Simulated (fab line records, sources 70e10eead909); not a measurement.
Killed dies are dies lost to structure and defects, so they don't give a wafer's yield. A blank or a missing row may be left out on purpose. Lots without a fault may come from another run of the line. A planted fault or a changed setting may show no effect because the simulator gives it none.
fab line records | flow nand_harc
record lots=12 wafers=36 last_day=35
route steps=1302 shown A_CONTACT@1019 THIN_TSV@1250 END@1302
lots that met no fault: from a run of the same line without faults
start_h: hours from the record's first day to the start of the lot's first wafer shown | wait_h: hours since the lot's step before | " the same as in the row above | L1.1+2: a row that stands for several wafers | - no value, or no start given | * or withheld: withheld | < > ~ a bound
route shown NAME@n: a module of which the file shows steps, and the number in the route of the first | usual: mean/standard deviation of fault-free wafers | same: alike in all rows | chamber/n: place in a boat | sites: the reading at each site | _std_site: their standard deviation | _edge_site: outer sites' mean less inner sites' | radius_mm: how far each site lies from the wafer's centre | mask NAME#n: copy n | behind: the tool/chamber that last shaped the wafer | hold: why the lot was held/for how many hours/how that ended | device: the transistor (n, p or np) that didn't switch | end of line: the same wafers' tests at the end of the route | a step without rows: its recipe alone | killed: dies lost to structure and defects at the first sort, not the wafer's yield | map: a wafer's dies, x killed, . not, _ none there
set.NAME: the setting as run; set.NAME@STEP: as run at that earlier step | model.NAME: the simulator's own value behind a step, which no gauge read
steps of the route over a sample of lots; a table a step, a row a wafer
services: from which hour (start_h, from the record's first day; less than 0 if before it) a tool's chamber was out of use, for how many hours, and why
## steps
# step NHARC_A_CONTACT_ETCH_96
# recipe target_depth_a=200 over_etch_frac=0.5 time_s=10 ion_energy_ev=250 c4f6_flow_sccm=25 o2_flow_sccm=20 ar_flow_sccm=500 rf_w=600 bias_w=500 chemistry=C4F6/O2
# usual drypump_motor_current_A=5.8/0.5 o2_flow_sccm=20.00/0.053 oes_product_au=0.970/0.028 rf_vpp_V=546.5/3 showerhead_plenum_p_Torr=3.91/0.14 throttle_valve_pct=26.903/0.0089
# same time_s=10
# columns lot.wafer tool chamber start_h wait_h drypump_motor_current_A o2_flow_sccm oes_product_au rf_hours_counter_h rf_vpp_V showerhead_plenum_p_Torr throttle_valve_pct
L233.2 rie_diel-01 1 501.64 - 5.3 19.94 0.959 23 547.3 3.98 26.907
L233.3 " 3 " " 5.5 19.99 0.944 20 544.1 3.74 26.892
L233.6 " 2 " " 5.8 20.04 0.957 - 549.7 4.06 26.904
L234.4 rie_diel-04 3 514.58 - 6.2 20.08 0.940 52 549.0 3.98 26.910
L234.1 " 0 " " 4.6 20.03 0.940 50 549.8 4.16 26.912
L234.5 " 2 " " 5.7 20.04 0.944 - 546.3 3.81 26.913
L238.2 rie_diel-01 2 519.28 - 5.9 20.09 0.949 24 548.2 4.06 26.904
L238.1 " 3 " " 5.5 19.98 0.947 23 542.9 3.74 26.909
L238.4 " 0 " " 6.5 19.98 0.961 26 546.6 3.91 26.890
L236.4 rie_diel-07 3 519.48 - 6.1 20.04 0.953 10 543.3 3.77 26.905
L236.3 " 1 " " 5.7 19.98 0.946 8 544.9 3.83 26.901
L236.6 " 3 " " 6.1 20.02 0.947 - 542.3 3.77 26.906
L237.1 rie_diel-07 0 526.39 - 6.5 20.03 0.971 11 551.3 4.11 26.906
L237.4 " 3 " " 6.1 19.99 0.968 12 544.0 3.77 26.902
L237.6 " 1 " " 5.7 20.00 0.960 - 542.5 3.83 26.887
L235.1 rie_diel-01 2 527.11 - 5.8 20.02 0.947 26 550.9 4.06 26.890
L235.4 " 3 " " 5.6 19.93 0.937 25 543.3 3.74 26.907
L235.3 " 0 " " 6.5 19.93 0.949 28 546.3 3.91 26.901
L239.4 rie_diel-01 0 543.85 - 6.5 20.02 0.940 34 546.4 3.90 26.906
L239.5 " 0 " " 6.5 20.01 0.940 - 547.2 3.90 26.897
L239.6 " 1 " " 5.3 20.08 0.953 - 547.7 3.98 26.924
L241.4 rie_diel-01 2 557.31 - 5.9 20.01 0.978 30 549.7 4.06 26.900
L241.1 " 3 " " 5.5 19.93 0.997 33 542.4 3.74 26.908
L241.2 " 1 " " 5.3 19.99 0.969 36 548.5 3.98 26.897
L247.1 rie_diel-01 3 639.72 - 5.5 20.09 0.952 11 542.7 3.73 26.904
L247.4 " 1 " " 5.3 19.93 0.960 6 545.5 3.97 26.891
L247.5 " 0 " " 6.5 19.94 0.966 - 546.7 3.89 26.903
L249.1 rie_diel-01 0 659.31 - 6.5 20.05 1.004 14 546.0 3.89 26.909
L249.5 " 2 " " 5.8 19.99 1.006 - 549.5 4.05 26.909
L249.6 " 3 " " 5.5 19.88 1.010 - 542.2 3.73 26.912
L254.2 rie_diel-01 2 731.79 - 5.9 19.98 0.954 24 549.3 4.04 26.893
L254.1 " 3 " " 5.5 20.02 0.963 27 543.1 3.72 26.898
L254.5 " 0 " " 6.5 19.93 0.959 - 546.6 3.89 26.881
L256.3 rie_diel-04 3 741.19 - 6.2 20.06 1.002 7 546.6 3.93 26.894
L256.2 " 2 " " 5.8 19.95 0.996 9 542.4 3.78 26.911
L256.5 " 0 " " 4.6 19.94 0.990 - 551.1 4.11 26.902
# step NHARC_THIN_TSV_DEP_43
# recipe target_thk_a=13285 temp_c=withheld pressure_torr=6.5 rf_w=900 teos_flow_sccm=161.4 flow_sccm=2650 target_thk_nm=1328.5 gas=O2 material=SiO2
# usual throttle_valve_pct=15.9/0.53
# columns lot.wafer tool chamber start_h wait_h throttle_valve_pct
L233.2 pecvd-02 1 550.14 - 15.7
L233.3 " 0 " " 16.7
L233.6 " 2 " " 16.5
L234.1 pecvd-03 1 561.53 - 15.3
L234.5 " 0 " " 15.1
L234.4 " 1 " " 15.3
L238.1 pecvd-04 2 567.97 - 16.8
L238.2 " 0 " " 15.1
L238.4 " 0 " " 15.1
L236.3 pecvd-02 1 569.22 - 16.1
L236.6 " 0 " " 16.5
L236.4 " 1 " " 15.9
L237.1 pecvd-03 2 578.13 - 16.1
L237.4 " 1 " " 15.5
L237.6 " 0 " " 15.8
L235.3 pecvd-03 2 579.29 - 16.2
L235.1 " 1 " " 15.7
L235.4 " 2 " " 16.1
L239.6 pecvd-04 2 593.65 - 16.5
L239.5 " 0 " " 15.3
L239.4 " 1 " " 16.2
L241.2 pecvd-03 2 605.47 - 16.5
L241.1 " 0 " " 15.4
L241.4 " 0 " " 15.7
L247.1 pecvd-04 1 688.28 - 15.9
L247.4 " 2 " " 16.2
L247.5 " 0 " " 14.9
L249.1 pecvd-03 1 706.14 - 15.6
L249.6 " 1 " " 15.5
L249.5 " 2 " " 16.3
L254.2 pecvd-03 1 786.35 - 15.7
L254.1 " 0 " " 15.6
L254.5 " 0 " " 15.5
L256.3 pecvd-02 2 799.61 - 16.6
L256.2 " 1 " " 15.8
L256.5 " 1 " " 15.7
# step NHARC_THIN_TSV_CD_MEAS_12
# recipe target_cd_nm=1000 landing_energy_ev=500
# usual cd_nm=999.5/1.3
# columns lot.wafer tool chamber start_h wait_h cd_nm
L233.2 cd_sem-02 0 550.97 - 1000.0
L233.3 " 0 " " 998.9
L233.6 " 0 " " 999.7
L234.1 cd_sem-02 0 562.19 - 997.9
L234.4 " 0 " " 998.6
L234.5 " 0 " " 1000.3
L238.1 cd_sem-01 0 568.76 - 1000.4
L238.2 " 0 " " 1002.3
L238.4 " 0 " " 1000.4
L236.3 cd_sem-01 0 569.96 - 1000.5
L236.4 " 0 " " 997.5
L236.6 " 0 " " 1000.3
L237.1 cd_sem-02 0 578.79 - 1000.2
L237.4 " 0 " " 1001.9
L237.6 " 0 " " 999.6
L235.1 cd_sem-01 0 580.12 - 999.0
L235.3 " 0 " " 999.1
L235.4 " 0 " " 998.1
L239.4 cd_sem-01 0 594.23 - 1000.6
L239.5 " 0 " " 1000.6
L239.6 " 0 " " 1000.0
L241.1 cd_sem-01 0 606.25 - 1002.6
L241.2 " 0 " " 1001.4
L241.4 " 0 " " 1001.4
L247.1 cd_sem-03 0 688.99 - 1002.1
L247.4 " 0 " " 1000.8
L247.5 " 0 " " 998.3
L249.1 cd_sem-03 0 706.92 - 998.0
L249.5 " 0 " " 999.2
L249.6 " 0 " " 998.0
L254.1 cd_sem-03 0 787.18 - 1000.8
L254.2 " 0 " " 997.7
L254.5 " 0 " " 1000.5
L256.2 cd_sem-01 0 800.45 - 999.8
L256.3 " 0 " " 1001.0
L256.5 " 0 " " 999.7
# step NHARC_THIN_TSV_CD_MEAS_37
# usual cd_nm=5000.2/1.9
# columns lot.wafer tool chamber start_h wait_h cd_nm
L233.2 cd_sem-01 - 558.33 - 5001.9
L233.3 " - " " 5000.0
L233.6 " - " " 5000.6
L234.1 cd_sem-02 - 569.38 - 4997.8
L234.4 " - " " 4998.9
L234.5 " - " " 4999.9
L238.1 cd_sem-02 - 576.14 - 4999.5
L238.2 " - " " 5004.8
L238.4 " - " " 5002.0
L236.3 cd_sem-02 - 577.79 - 5000.6
L236.4 " - " " 4996.1
L236.6 " - " " 5000.0
L237.1 cd_sem-02 - 586.06 - 5001.7
L237.4 " - " " 5003.6
L237.6 " - " " 5000.2
L235.1 cd_sem-01 - 587.36 - 4997.7
L235.3 " - " " 4996.6
L235.4 " - " " 4999.3
L239.4 cd_sem-02 - 602.00 - 5000.3
L239.5 " - " " 5003.0
L239.6 " - " " 5000.6
L241.1 cd_sem-02 - 613.59 - 5002.5
L241.2 " - " " 5001.4
L241.4 " - " " 5002.7
L247.1 cd_sem-01 - 696.56 - 5003.7
L247.4 " - " " 4999.6
L247.5 " - " " 4999.3
L249.1 cd_sem-01 - 714.12 - 4997.0
L249.5 " - " " 4998.0
L249.6 " - " " 4996.6
L254.1 cd_sem-02 - 795.25 - 4999.8
L254.2 " - " " 4997.5
L254.5 " - " " 4999.7
L256.2 cd_sem-01 - 807.64 - 5001.4
L256.3 " - " " 5001.6
L256.5 " - " " 5002.3
# step NHARC_END_SORT_01
# recipe temp_c=25
# usual killed_at_array=44/16 killed_at_other=0.6/1.1 killed_at_periphery=3.9/2.6 killed_dies=48/16 killed_open=3.1/1.9 killed_short=2.4/1.8
# same gross_dies=677
# columns lot.wafer tool chamber start_h wait_h killed_at_array killed_at_other killed_at_periphery killed_dies killed_open killed_short
L247.1 prober-02 0 704.12 2.5 165 1 3 169 3 3
L247.4 prober-02 0 706.53 3.4 73 1 4 78 4 1
L247.5 prober-02 0 707.33 3.7 58 0 4 62 2 3
L249.1 prober-01 0 721.70 2.5 66 1 8 75 0 2
L249.5 prober-01 0 724.97 3.8 70 0 10 80 2 4
L249.6 prober-01 0 725.78 4.1 172 0 2 174 4 2
# killed by level:class
L247.1 A_CONTACT:unspecified=105 A_CHANNEL_HOLE_D1:chamber_film_flake=31 A_SLIT:chamber_film_flake=12 A_CHANNEL_HOLE_D2:chamber_film_flake=7 A_CONTACT:chamber_film_flake=4 P_GATE:chamber_film_flake=2 A_CHANNEL_HOLE_D1:geometric_particle:open=1 A_CHANNEL_FILL_D1:geometric_particle:short=1
L247.4 A_CHANNEL_HOLE_D1:chamber_film_flake=37 A_SLIT:chamber_film_flake=20 A_CHANNEL_HOLE_D2:chamber_film_flake=7 A_CONTACT:chamber_film_flake=3 P_GATE:chamber_film_flake=2 A_WL_FILL:chamber_film_flake=2 P_CONTACT:geometric_particle:open=1 A_DECK1_JOINT:geometric_particle:short=1
L247.5 A_CHANNEL_HOLE_D1:chamber_film_flake=23 A_SLIT:chamber_film_flake=22 A_CHANNEL_HOLE_D2:chamber_film_flake=5 A_CONTACT:chamber_film_flake=4 P_GATE:chamber_film_flake=2 P_CONTACT:geometric_particle:open=1 P_CONTACT:geometric_particle:short=1 A_CHANNEL_HOLE_D2:geometric_particle:short=1
L249.1 A_CHANNEL_HOLE_D1:chamber_film_flake=29 A_STAIRCASE:chamber_film_flake=14 A_SLIT:chamber_film_flake=12 A_CHANNEL_HOLE_D2:chamber_film_flake=9 P_M1:chamber_film_flake=4 P_STI:chamber_film_flake=2 P_CONTACT:chamber_film_flake=2 A_CHANNEL_FILL_D2:geometric_particle:short=1
L249.5 A_CHANNEL_HOLE_D1:chamber_film_flake=31 A_SLIT:chamber_film_flake=13 A_CHANNEL_HOLE_D2:chamber_film_flake=10 A_STAIRCASE:chamber_film_flake=7 P_M1:chamber_film_flake=4 A_CONTACT:chamber_film_flake=3 P_STI:chamber_film_flake=2 P_CONTACT:chamber_film_flake=2
L249.6 A_CONTACT:unspecified=110 A_CHANNEL_HOLE_D1:chamber_film_flake=18 A_SLIT:chamber_film_flake=13 A_CHANNEL_HOLE_D2:chamber_film_flake=9 A_STAIRCASE:chamber_film_flake=9 A_M0:chamber_film_flake=3 A_CHANNEL_FILL_D2:chamber_film_flake=2 A_CONTACT:chamber_film_flake=2
## services
# columns tool chamber start_h hours kind
rie_diel-04 0 488.14 4.4 repair
rie_diel-04 1 492.65 4.0 repair
rie_diel-04 - 532.41 9.0 pm
pecvd-03 - 548.02 13.0 pm
rie_diel-07 - 550.42 0.9 repair
rie_diel-01 - 558.11 9.0 pm
rie_diel-07 0 562.55 12.0 repair
pecvd-02 - 589.14 13.0 pm
rie_diel-01 3 601.55 3.7 repair
rie_diel-01 1 604.61 18.3 repair
pecvd-04 - 631.68 13.0 pm
rie_diel-07 - 648.23 9.0 pm
rie_diel-04 1 655.38 4.3 repair
pecvd-03 1 655.94 8.7 repair
rie_diel-04 2 669.20 17.9 repair
pecvd-04 - 669.56 1.6 repair
pecvd-02 1 716.19 2.3 repair
pecvd-03 - 724.37 0.6 repair
pecvd-04 - 726.26 3.6 repair
pecvd-03 - 729.02 13.0 pm
rie_diel-01 - 735.11 9.0 pm
rie_diel-01 - 753.80 0.9 repair
pecvd-02 - 770.14 13.0 pm
pecvd-04 - 781.51 2.8 repair
## key
first_sign step=NHARC_END_SORT_01 reading=killed_at_array direction=up sigmas=7.9 usual=44 struck=168
effect step=NHARC_END_SORT_01 reading=killed_dies direction=up sigmas=7.6 usual=48 struck=172
more_kills_born_at NHARC_A_CONTACT_ETCH_96@rie_diel-01=215
met_at NHARC_A_CONTACT_ETCH_96
struck_lots L247,L249
struck_wafers L247.1,L249.6
tester_left_out L247,L249
not_acting_at NHARC_THIN_TSV_DEP_43,NHARC_THIN_TSV_CD_MEAS_12,NHARC_THIN_TSV_CD_MEAS_37
onset_between 557.31 639.72
fault kind=chamber_particle_source tool=rie_diel-01 chamber=3 onset_h=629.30 steps=NHARC_A_CONTACT_ETCH_96 rate_per_visit_cm2=2.1034 end_h=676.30
# tester_left_out: of these lots the tester's yield and bins aren't shown, on N5 and GAA mostly nor the transistor test; their killed dies are dies lost to structure and defects alone, not to doping, threshold or leakage, so they don't give the yield
